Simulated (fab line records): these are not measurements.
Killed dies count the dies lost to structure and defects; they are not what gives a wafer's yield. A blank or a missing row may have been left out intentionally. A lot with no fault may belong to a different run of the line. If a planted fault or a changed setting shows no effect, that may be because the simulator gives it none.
Which tool was responsible? + flow nand-harc + route of 1302 steps, sampled at 1 step: 6 lots, 18 wafers

## WHAT THE GAUGES SHOWED, per wafer
NHARC_P_M0_INSPECT_27.
| lot  | measured     | on                | raw-defect-count |
|------|--------------|-------------------|------------------|
| L629 | day 7 00:28  | defect-inspect-01 | 315 295 295      |
| L630 | day 7 13:05  | defect-inspect-01 | 338 540 483      |
| L633 | day 8 21:04  | defect-inspect-01 | 355 547 519      |
| L636 | day 10 01:19 | defect-inspect-01 | 261 171 210      |
| L643 | day 13 02:28 | defect-inspect-01 | 264 212 258      |
| L646 | day 13 23:26 | defect-inspect-01 | 495 266 281      |

## TOOL THAT RAN EACH LOT (tool first, then ch and the chambers of the sampled wafers, then the start)
The record holds no process step before these readings.

## THE ANSWER, worked out from the rows above alone
Rule: the lots themselves supply what counts as usual. The widest of any qualifying gaps counts: lots, ordered by their means at a reading, are off when they make up no more than a third of the lots, leave a main group of 4 or more, and stand apart from it by 3 or more times the standard deviation of that group's means. A main group whose means are all the same, to the digits that the tables above print for the reading, isn't used. A lot without any number at a reading at which 4 lots or more have one is off too. The other lots that the step has rows for count as sound.
None of the lots is off at any reading shown; this tells nothing.

## WHAT THE SIMULATOR HAD INSERTED
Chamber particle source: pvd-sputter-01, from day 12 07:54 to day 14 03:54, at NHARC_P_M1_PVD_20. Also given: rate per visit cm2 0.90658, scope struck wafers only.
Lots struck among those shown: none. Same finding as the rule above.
